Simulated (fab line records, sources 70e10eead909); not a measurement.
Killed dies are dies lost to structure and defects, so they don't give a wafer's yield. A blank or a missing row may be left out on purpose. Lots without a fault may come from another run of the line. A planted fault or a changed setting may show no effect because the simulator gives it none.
Which tool did it? | flow nand_harc | 7 lots, 21 wafers sampled, at 4 steps of a route of 1159

WHAT THE GAUGES READ, wafer by wafer
NHARC_END_SORT_01.
lot  | measured     | on        | killed_at_periphery
L463 | day 21 04:49 | prober-02 | 4 2 1
L467 | day 21 00:14 | prober-01 | 4 6 7
L469 | day 21 17:22 | prober-01 | 0 2 3
L471 | day 22 14:11 | prober-01 | 4 4 7
L474 | day 22 15:48 | prober-02 | 313 1 318
L475 | day 23 00:26 | prober-01 | 0 2 2
L484 | day 25 02:52 | prober-02 | 0 1 0

WHICH TOOL RAN EACH LOT (tool, then ch and the chambers of the sampled wafers, then the start)
lot  | NHARC_P_M1_ECD_22              | NHARC_THIN_TSV_PVD_19                   | NHARC_THIN_TSV_STRIP_56
L463 | ecd_cu-01 ch 0,1, day 6 16:40  | pvd_sputter-02, day 19 14:35 or earlier | plasma_asher-01 ch 0, day 19 14:35
L467 | ecd_cu-01 ch 0,1, day 7 08:40  | pvd_sputter-02, day 19 13:37 or earlier | plasma_asher-02 ch 0,1, day 19 13:37
L469 | ecd_cu-01 ch 0,1, day 8 04:48  | pvd_sputter-03, day 20 17:35 or earlier | plasma_asher-01 ch 0,1, day 20 17:35
L471 | ecd_cu-01 ch 0,1, day 8 19:33  | pvd_sputter-03, day 22 04:54 or earlier | plasma_asher-01 ch 0,1, day 22 04:54
L474 | ecd_cu-01 ch 0,1, day 9 05:31  | pvd_sputter-02, day 22 06:19 or earlier | plasma_asher-01 ch 0,1, day 22 06:19
L475 | ecd_cu-02 ch 0,1, day 9 19:43  | pvd_sputter-02, day 22 14:43 or earlier | plasma_asher-01 ch 0,1, day 22 14:43
L484 | ecd_cu-02 ch 0,1, day 12 03:01 | pvd_sputter-02, day 24 18:38 or earlier | plasma_asher-01 ch 0,1, day 24 18:38
- NHARC_P_M1_ECD_22: material Cu, target thk 400 nm.
- NHARC_THIN_TSV_PVD_19: deposits TaN, target thk 20 nm.
- NHARC_THIN_TSV_STRIP_56: strips in O2.

THE ANSWER, worked out from the rows above alone
Rule: what is usual is taken from the lots themselves. Put in order of their means at a reading, lots are off if they are a third of the lots or fewer, leave a main group of 4 or more, and stand apart from it by a gap of 3 or more times the standard deviation of the main group's means; of several such gaps the widest counts. A main group whose means are all the same, to the digits that the tables above print for the reading, isn't used. A lot without any number at a reading at which 4 lots or more have one is off too. The other lots that the step has rows for count as sound.
Off: L474, at NHARC_END_SORT_01 (killed_at_periphery). The main group: mean 2.7, standard deviation 1.9.
A tool fits if, at a process step before that reading, it ran every lot that is off, and no sound lot after the first of them. The gauges at NHARC_END_SORT_01 are tried like those tools. NHARC_THIN_TSV_PVD_19 gives no start for some lots, so the hours and the order of its lots are those of NHARC_THIN_TSV_STRIP_56. One fits: ecd_cu-01 at NHARC_P_M1_ECD_22. Its last sound lot is L471 (day 8 19:33), its first lot that is off L474 (day 9 05:31): a fault that began between those two fits.

WHAT THE SIMULATOR HAD PUT IN
Chamber particle source: ecd_cu-01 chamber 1, from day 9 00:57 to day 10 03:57, at NHARC_P_M1_ECD_22. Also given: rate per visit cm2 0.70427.
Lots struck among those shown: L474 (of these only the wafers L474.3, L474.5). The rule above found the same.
